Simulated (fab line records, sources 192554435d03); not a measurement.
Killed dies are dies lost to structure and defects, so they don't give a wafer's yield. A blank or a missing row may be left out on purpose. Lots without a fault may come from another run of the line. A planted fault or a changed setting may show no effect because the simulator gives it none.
Chamber matching | flow n5_finfet | N5_MOL_CONTACT_COAG_ETCH_15 on rie_diel-02: 4 sister chambers
The step etches SiNx in CH3F/O2, stops on Si:P, target depth 7 nm. 8 wafers are shown with their chamber, then 9 later ones without.

WAFERS WITH THEIR CHAMBER
wafer  | chamber | throttle_valve_pct (%) | drypump_motor_current_A (A)
L076.6 | 3       | 16.21                  | 6.1
L080.5 | 1       | 16.16                  | 6.1
L085.1 | 1       | 16.18                  | 6.1
L087.3 | 0       | 16.34                  | 5.7
L087.6 | 2       | 16.77                  | 5.9
L093.1 | 3       | 16.27                  | 6.1
L093.3 | 0       | 16.38                  | 5.6
L093.4 | 2       | 16.80                  | 6.0

WAFERS WITHOUT THEIR CHAMBER
wafer  | throttle_valve_pct (%) | drypump_motor_current_A (A)
L094.1 | 16.80                  | 5.9
L094.5 | 16.29                  | 6.0
L094.6 | 16.80                  | 6.0
L095.2 | 16.28                  | 6.0
L095.5 | 16.80                  | 5.9
L095.6 | 16.28                  | 6.1
L097.1 | 16.28                  | 6.0
L097.2 | 16.81                  | 5.9
L097.4 | 16.21                  | 6.1

WHICH CHAMBER EACH WENT THROUGH
wafer  | from the rows above     | in truth
L094.1 | 2                       | 2
L094.5 | 3                       | 3
L094.6 | 2                       | 2
L095.2 | can't be placed: 3 or 1 | 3
L095.5 | 2                       | 2
L095.6 | 3                       | 3
L097.1 | can't be placed: 3 or 1 | 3
L097.2 | 2                       | 2
L097.4 | can't be placed: 3 or 1 | 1
Placed correctly: 6 of 9. Can't be placed from these rows: 3 (the true chamber is among the candidates in 3). Placed wrongly: 0.
How it was worked out, from the rows above alone: a wafer's distance from a chamber is the root of the sum, over the readings, of the square of ((its reading less the chamber's mean) divided by the reading's scatter). The wafer belongs to the nearest chamber; if the next one is less than 2 further off, it can't be placed. A chamber's mean is the mean of its shown wafers. The scatter: the root of (the sum of the squares of (reading less its chamber's mean) over the shown wafers, divided by (wafers less chambers)).
